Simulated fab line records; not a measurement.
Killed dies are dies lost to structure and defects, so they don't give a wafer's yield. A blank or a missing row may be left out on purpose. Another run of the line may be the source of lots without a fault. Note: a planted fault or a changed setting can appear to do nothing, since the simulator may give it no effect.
What tool caused it? + flow n5Finfet + 11 lots with 33 wafers sampled at 2 steps, on a route of 1938 steps

== WHAT THE GAUGES SHOWED, per wafer ==
N5_DUMMY_REMOVAL_INSPECT_06: inspects for defects (brightfield).
| lot  | measured    | on               | rawDefectCount |
|------|-------------|------------------|----------------|
| L075 | day 4 03:57 | defectInspect-02 | 16 16 8        |
| L078 | day 4 21:05 | defectInspect-02 | 11 7 8         |
| L080 | day 5 16:10 | defectInspect-01 | 10 8 12        |
| L082 | day 6 00:45 | defectInspect-02 | 9 9 15         |
| L084 | day 6 07:57 | defectInspect-01 | 14 10 14       |
| L086 | day 6 22:27 | defectInspect-01 | 12 28 9        |
| L088 | day 7 10:11 | defectInspect-01 | 9 13 14        |
| L090 | day 7 21:49 | defectInspect-01 | 22 13 13       |
| L092 | day 8 10:07 | defectInspect-01 | 16 8 8         |
| L094 | day 8 20:53 | defectInspect-02 | 2 10 16        |
| L096 | day 9 13:59 | defectInspect-02 | 18 22 6        |

== EACH LOT AND THE TOOL THAT RAN IT (in order: tool; ch and the chambers of the sampled wafers; start) ==
| lot  | N5_DUMMY_REMOVAL_HM_STRIP_01     |
|------|----------------------------------|
| L075 | rieDiel-03 ch 0,1,2, day 4 03:46 |
| L078 | rieDiel-06 ch 0,1, day 4 20:53   |
| L080 | rieDiel-05 ch 1,3, day 5 15:58   |
| L082 | rieDiel-03 ch 0,1,2, day 6 00:33 |
| L084 | rieDiel-03 ch 0,3, day 6 07:46   |
| L086 | rieDiel-06 ch 1,2,3, day 6 22:15 |
| L088 | rieDiel-06 ch 0,2,3, day 7 09:59 |
| L090 | rieDiel-03 ch 0,1,3, day 7 21:37 |
| L092 | rieDiel-06 ch 1,2,3, day 8 09:55 |
| L094 | rieDiel-06 ch 0,3, day 8 20:42   |
| L096 | rieDiel-03 ch 1,2, day 9 13:47   |
- N5_DUMMY_REMOVAL_HM_STRIP_01: strips SiNx in CH3F/O2, stops on poly-Si, target depth 4 nm, time 6.8 s.

== THE ANSWER, worked out from the rows above alone ==
Rule: usual is defined by the lots themselves. The widest of any qualifying gaps counts: lots, ordered by their means at a reading, are off when they make up no more than a third of the lots, leave a main group of 4 or more, and stand apart from it by 3 or more times the standard deviation of that group's means. A main group whose means are all the same, to the digits that the tables above print for the reading, isn't used. Also off: a lot with no number at a reading for which 4 or more lots have one. Where the step has rows for the other lots, those lots are counted as sound.
None of the lots is off at any reading shown; this tells nothing.

== WHAT THE SIMULATOR HAD PUT IN ==
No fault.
